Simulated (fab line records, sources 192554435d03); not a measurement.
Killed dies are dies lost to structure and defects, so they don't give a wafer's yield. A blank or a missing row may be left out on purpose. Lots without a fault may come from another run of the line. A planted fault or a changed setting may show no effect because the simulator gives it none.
Split-lot experiment | flow n5_finfet | 7 lots, 21 wafers read, on a route of 1938 steps

THE SPLIT
At N5_MOL_CONTACT_COAG_CONTACT_ETCH_14 (etches SiO2 in C4F6/O2, target depth 27.5 nm, overetch 8.5 nm, time 20 s), the setting source_w was moved away from the recipe's 370 W on 10 of the 21 wafers read, by -17.1% to +11.9%. The other wafers ran this setting at the recipe's value.

The reading is taken at the split's own step.

THE READING
rf_vpp_V, in V, at N5_MOL_CONTACT_COAG_CONTACT_ETCH_14 (etches SiO2 in C4F6/O2, target depth 27.5 nm, overetch 8.5 nm, time 20 s). Fault-free wafers of this fab line usually give 692 V, standard deviation 4 V.

wafer  | tool, chamber at the split | source_w as run, W | against the recipe | rf_vpp_V, V | against lot-mates on the recipe
L075.1 | rie_diel-01, 2             | 370                | recipe             | 696         | -
L075.4 | rie_diel-01, 3             | 403.3              | +9.0%              | 674         | -22
L075.6 | rie_diel-01, 2             | 403.3              | +9.0%              | 673         | -23
L076.1 | rie_diel-01, 1             | 326.7              | -11.7%             | 719         | +25
L076.4 | rie_diel-01, 2             | 326.7              | -11.7%             | 719         | +25
L076.6 | rie_diel-01, 2             | 370                | recipe             | 694         | -
L078.1 | rie_diel-05, 0             | 414.2              | +11.9%             | 663         | -30
L078.2 | rie_diel-05, 3             | 370                | recipe             | 693         | -
L078.6 | rie_diel-05, 3             | 414.2              | +11.9%             | 669         | -24
L085.1 | rie_diel-05, 2             | 370                | recipe             | 688         | -
L085.4 | rie_diel-05, 0             | 346.2              | -6.4%              | 700         | +14
L085.5 | rie_diel-05, 0             | 370                | recipe             | 684         | -
L089.3 | rie_diel-01, 3             | 370                | recipe             | 690         | -
L089.5 | rie_diel-01, 3             | 306.9              | -17.1%             | 732         | +40
L089.6 | rie_diel-01, 0             | 370                | recipe             | 693         | -
L093.4 | rie_diel-06, 2             | 370                | recipe             | 688         | -
L093.5 | rie_diel-06, 2             | 370                | recipe             | 689         | -
L093.6 | rie_diel-06, 3             | 370                | recipe             | 697         | -
L097.3 | rie_diel-06, 2             | 370                | recipe             | 688         | -
L097.5 | rie_diel-06, 3             | 326.2              | -11.8%             | 730         | +42
L097.6 | rie_diel-06, 2             | 326.2              | -11.8%             | 708         | +20

THE FIT
A straight line over all 21 wafers: rf_vpp_V changes by -2.23 V for each +1% of source_w; r = -0.96; the points scatter about the line by 5 V.
The same after taking each lot's own level away (the mean of its wafers on the recipe; 21 wafers): -2.36 V for each +1%; r = -0.98; scatter 4.4 V.
On that fit, the largest move of source_w shifts the reading by 40 V.
The lots' own levels span 686.0 to 696.0 V, that is 2.5 times the standard deviation above.
So the lot-to-lot level changes the slope little: the two slopes agree.
Check: with one of the wafers moved furthest among these (-17.1%) left out of the fit, the line predicts +40.2 V for it against its lot-mates. It came out at +40.5 V against them.
Tool readings at the split's step, against how far the setting was moved: rf_vpp_V r = -0.96.

OTHER SPLITS ON THESE WAFERS
These wafers also went through other splits before the reading. Each is held against what the fit with the lots' levels taken away leaves over:
other split on the same wafers      | wafers away from the commonest value | r with rf_vpp_V (lot level and that fit taken away)
N5_SD_EPI_P_EPI_21 time_s           | 7                                    | +0.12
N5_HKMG_FIN_CVD_62 temp_c           | 10                                   | +0.02
N5_HKMG_FIN_ETCH_86 target_depth_a  | 8                                    | -0.02
N5_MOL_CONTACT_COAG_ETCH_105 bias_w | 6                                    | -0.40

THE FILE'S OWN FIT
rf_vpp_V changes by -2.36 V for each +1% of source_w, r = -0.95.
